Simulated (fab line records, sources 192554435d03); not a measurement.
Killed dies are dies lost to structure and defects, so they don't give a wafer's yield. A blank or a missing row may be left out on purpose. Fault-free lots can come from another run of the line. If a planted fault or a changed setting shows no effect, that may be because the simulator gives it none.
fab line records ; flow n5Finfet
record lots=4; wafers=12; lastDay=17
route steps=1938 shown BEOL_M9@1463 BEOL_M10@1470
lots that met no fault: from a run of the same line without faults
startH: hours from the record's first day to the start of the lot's first wafer shown ; waitH: time in hours since the lot's previous step ; " as in the row above ; L1.1+2: one row covering several wafers at once ; - value missing, or start not given ; * or withheld: withheld ; < > ~ a bound
route shown NAME@n: names a module that has steps shown in the file, with the first one's number in the route ; usual: average and standard deviation across the fault-free wafers ; same: alike in all rows ; chamber/n: place in a boat ; sites: per-site readings ; _std_site: how widely they spread, as a standard deviation ; _edge_site: outer sites' mean less inner sites' ; radiusMm: how far each site lies from the wafer's centre ; mask NAME#n: copy n ; behind: the most recent tool/chamber to have shaped the wafer ; hold: the reason the lot was held/the length of the hold in hours/how it ended ; device: transistor that didn't switch, given as n, p or np ; end of line: at the end of the route, the tests of the same wafers ; a step without rows: its recipe alone ; killed: dies lost to structure and defects at the first sort, not the wafer's yield ; map: shows each die of a wafer: x if killed, . if not, _ if none is there
set.NAME: the setting that was run; set.NAME@STEP: the one run at that earlier step ; model.NAME: the simulator's own value behind a step, which no gauge read
a table for each step, a row for each wafer; lots at some steps of the route
services: from which hour (startH, from the record's first day; less than 0 if before it) a tool's chamber was out of use, for how many hours, and why
## steps
# step N5_BEOL_M9_ANNEAL_51
# recipe tempC=225; timeS=90; ambient=N2
# step N5_BEOL_M9_CMP_52
# recipe stopOn=SiCOH_lowk; tOverpolishS=7; downForcePsi=1; platenRpm=50; clearingPlatenDownForcePsi=1.5; clearingPlatenRpm=50; postCmpClean=cuAlkaline; targetThkNm=140; clearingPlatenPadVelocityMS=0.99484; padVelocityMS=0.99484
# step N5_BEOL_M9_PRE_CLEAN_55
# recipe gas=NH3; timeS=15; tempC=withheld; rfPowerW=300
# step N5_BEOL_M9_DEP_56
# recipe material=SiCN; targetThkA=150; tempC=withheld; precursor=3MS/NH3; pressureTorr=3; rfW=202; timeS=26.5
# step N5_BEOL_M10_ILD_DEP_00
# recipe material=SiCOH_lowk; targetThkA=3085.1; tempC=300; precursor=DEMS/porogen; pressureTorr=5; rfW=500; timeS=58
# step N5_BEOL_M10_CURE_71
# recipe tempC=385; timeS=240; ambient=He/Ar; material=SiCOH_lowk
# step N5_BEOL_M10_PECVD_70
# recipe material=SiO2; targetThkA=200; tempC=400; precursor=TEOS/O2; pressureTorr=5.5; rfW=450; teosFlowSccm=53.8; gas=O2; flowSccm=3000; timeS=22.7
# step N5_BEOL_M10_HM_DEP_02
# recipe material=TiN; targetThkA=200; tempC=25; chamberPressurePa=0.49996
# step N5_BEOL_M10_COAT_59
# recipe resist=SOC; tempC=250; timeS=60; spinRpm=1500; resistThkNm=100
# usual exhaustPa=45.1/0.9; spinSpeedRpm=1500.0/1
lot.wafer;tool;chamber;startH;waitH;exhaustPa;spinSpeedRpm;model.SOC_of_BEOL_M10_COAT_59.thkNm
L768.2;lithoTrack-03;0;320.31;0.1;44.4;1500.1;100.2
L768.5;lithoTrack-03;0;320.31;0.1;44.8;1498.5;100.2
L768.6;lithoTrack-03;0;320.31;0.1;45.4;1498.7;100.2
L775.2;lithoTrack-03;0;350.89;0.1;46.0;1644.7;95.6
L775.3;lithoTrack-03;0;350.89;0.1;45.8;1645.0;95.6
L775.5;lithoTrack-03;0;350.89;0.1;46.4;1643.9;95.6
L778.2;lithoTrack-02;0;355.45;0.1;45.3;1500.9;100.6
L778.4;lithoTrack-02;0;355.45;0.1;45.2;1500.0;100.6
L778.6;lithoTrack-02;0;355.45;0.1;45.8;1500.9;100
L777.1;lithoTrack-03;0;358.99;0.1;45.3;1643.9;95.4
L777.2;lithoTrack-03;0;358.99;0.1;47.2;1644.7;95.4
L777.4;lithoTrack-03;0;358.99;0.1;46.1;1644.6;95.4
# step N5_BEOL_M10_COAT_60
# recipe resist=SiARC; tempC=220; timeS=60; spinRpm=1500; resistThkNm=30
# step N5_BEOL_M10_COAT_05
# recipe resist=CAR-ArF; spinRpm=1500; resistThkNm=90
# step N5_BEOL_M10_EBR_07
# recipe solvent=PGMEA; ebrWidthMm=1.5
# step N5_BEOL_M10_SOFTBAKE_06
# recipe tempC=110; timeS=60; resist=CAR-ArF
# step N5_BEOL_M10_EXPOSE_08
# recipe maskId=M10; na=1.35; sourceShape=dipole; sigmaInner=0.411; sigmaOuter=0.611; polarization=te; doseMj=53.75
# step N5_BEOL_M10_PEB_09
# recipe pebTempC=withheld; pebTimeS=60; resist=CAR-ArF
# step N5_BEOL_M10_DEVELOP_10
# recipe developTimeS=30; developer=TMAH; resist=CAR-ArF; rinseLiquid=diw; dry=airSpin; devTempC=23
# step N5_BEOL_M10_DESCUM_16
# recipe chemistry=O2; timeS=7.9; sourcePowerW=50; biasPowerW=20; pressureMtorr=20; rfFrequencyHz=2.712e+07; tempC=40; resist=CAR-ArF; o2FlowSccm=225
# step N5_BEOL_M10_ETCH_61
# recipe chemistry=CF4; target=SiARC; targetDepthA=390; maskMaterial=CAR-ArF; timeS=65; ionEnergyEv=80; pressureMtorr=40; sourceW=545; biasW=36; Ar_flow_sccm=100; cf4FlowSccm=100; ends=cleared
# step N5_BEOL_M10_ETCH_62
# recipe chemistry=N2/H2; target=SOC; targetDepthA=1100; overetchA=220; maskMaterial=SiARC; tempC=40; timeS=165; ionEnergyEv=200; pressureMtorr=30; sourceW=840; biasW=150; n2FlowSccm=200; h2FlowSccm=200
# usual drypumpMotorCurrentA=5.8/0.42; n2FlowSccm=200.0/0.56; oesProductAu=0.66/0.052; rfVppV=523.7/2.2; showerheadPlenumPTorr=2.54/0.074; throttleValvePct=17.9/0.32
lot.wafer;tool;chamber;startH;waitH;drypumpMotorCurrentA;n2FlowSccm;oesProductAu;rfHoursCounterH;rfVppV;showerheadPlenumPTorr;throttleValvePct;model.etch.depthNm
L768.2;rieDiel-06;2;320.85;0.0;6.8;200.2;0.60;231;521.7;2.50;18.2;100.1
L768.5;rieDiel-06;1;320.85;0.0;5.8;199.7;0.67;-;520.4;2.44;18.2;100.1
L768.6;rieDiel-06;2;320.85;0.0;6.9;201.3;0.60;-;521.8;2.50;18.2;100.2
L775.2;rieDiel-03;3;351.43;0.0;5.1;199.6;0.77;20;529.0;2.70;17.6;95.56
L775.3;rieDiel-03;0;351.43;0.0;6.0;199.6;0.76;27;523.8;2.59;17.9;95.52
L775.5;rieDiel-03;1;351.43;0.0;5.8;200.0;0.67;-;527.6;2.66;17.5;95.55
L778.2;rieDiel-01;2;356.04;0.0;5.9;199.9;0.58;250;526.4;2.62;18.3;100.7
L778.4;rieDiel-01;3;356.04;0.0;6.1;200.6;0.69;66;522.7;2.47;17.4;100.5
L778.6;rieDiel-01;1;356.04;0.0;5.5;199.9;0.64;-;523.4;2.53;17.5;100
L777.1;rieDiel-06;3;359.66;0.0;5.4;199.8;0.64;151;524.4;2.54;17.8;95.47
L777.2;rieDiel-06;1;359.66;0.0;5.8;199.5;0.63;141;520.9;2.44;18.2;95.4
L777.4;rieDiel-06;0;359.66;0.0;5.8;199.8;0.58;203;523.3;2.52;18.0;95.46
# step N5_BEOL_M10_STRIP_68
# recipe chemistry=N2/H2; tempC=40; n2FlowSccm=200; h2FlowSccm=200; rfFrequencyHz=6e+07
# step N5_BEOL_M10_STRIP_67
# recipe chemistry=CF4; resist=SiARC; powerW=300; biasPowerW=75; pressureMtorr=50; cf4FlowSccm=150; rfFrequencyHz=6e+07
# step N5_BEOL_M10_HM_OPEN_17
# recipe chemistry=Cl2/BCl3; targetDepthA=200; overetchA=60; target=TiN; maskMaterial=SOC; ionEnergyEv=150; pressureMtorr=10; icpW=1000; biasW=126; Cl2_flow_sccm=53.25; bcl3FlowSccm=21.75; Ar_flow_sccm=25
# usual drypumpMotorCurrentA=5.8/0.41; oesProductAu=0.65/0.062; throttleValvePct=21.99/0.12
lot.wafer;tool;chamber;startH;waitH;drypumpMotorCurrentA;oesProductAu;rfHoursCounterH;throttleValvePct;model.SOC_of_BEOL_M10_COAT_59.thkNm
L768.2;rieMetal-03;0;321.04;0.0;6.1;0.55;102;22.32;92.4
L768.5;rieMetal-03;0;321.04;0.0;6.1;0.55;-;22.32;92.4
L768.6;rieMetal-03;1;321.04;0.0;5.9;0.69;-;21.99;92.2
L775.2;rieMetal-01;0;351.62;0.0;5.7;0.71;27;21.96;87.6
L775.3;rieMetal-01;0;351.62;0.0;5.8;0.72;-;21.96;87.4
L775.5;rieMetal-01;1;351.62;0.0;5.3;0.62;-;21.90;87.6
L778.2;rieMetal-01;1;356.23;0.0;5.3;0.62;60;21.92;92.8
L778.4;rieMetal-01;0;356.23;0.0;5.8;0.71;-;21.95;92.6
L778.6;rieMetal-01;0;356.23;0.0;5.8;0.70;-;21.96;92.2
L777.1;rieMetal-03;1;359.85;0.0;5.9;0.67;34;22.00;87.4
L777.2;rieMetal-03;1;359.85;0.0;6.0;0.68;-;22.00;87.4
L777.4;rieMetal-03;1;359.85;0.0;6.0;0.68;-;22.00;87.4
# step N5_BEOL_M10_STRIP_19
# recipe chemistry=O2; powerW=400; tempC=40; pressureMtorr=30; rfFrequencyHz=6e+07; biasPowerW=0; overashFraction=0.2; o2FlowSccm=225
## services
tool;chamber;startH;hours;kind
rieMetal-01;0;302.31;5.3;repair
rieDiel-03;2;330.71;4.4;repair
rieMetal-03;0;355.51;-;clean
rieMetal-03;0;355.51;17.4;scheduledDown
rieMetal-03;0;355.51;17.4;ventCycle
rieDiel-01;2;357.51;-;clean
rieDiel-01;2;357.51;-;consumableReplace:focusRing
rieDiel-01;2;357.51;16.1;scheduledDown
rieDiel-01;2;357.51;16.1;ventCycle
## key
firstSign step=N5_BEOL_M10_COAT_59; reading=spinSpeedRpm; direction=up; sigmas=99+; usual=*; struck=*
effect none on later readings
modelEffect step=N5_BEOL_M10_COAT_59; value=SOC_of_BEOL_M10_COAT_59.thkNm; without=99.97; struck=95.5
modelEffect step=N5_BEOL_M10_ETCH_62; value=etch.depthNm; without=99.97; struck=95.49
modelEffect step=N5_BEOL_M10_HM_OPEN_17; value=SOC_of_BEOL_M10_COAT_59.thkNm; without=92; struck=87.47
metAt N5_BEOL_M10_COAT_59
struckWafers L775.2,L775.3,L775.5,L777.1,L777.2,L777.4
onsetBetween 320.31 350.89
fault kind=processParameterDrift; tool=lithoTrack-03; chamber=-; onsetH=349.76; steps=N5_BEOL_M10_COAT_59; channel=spinRpm; offset=*; shape=step; endH=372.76; actsIn=*; stated=*
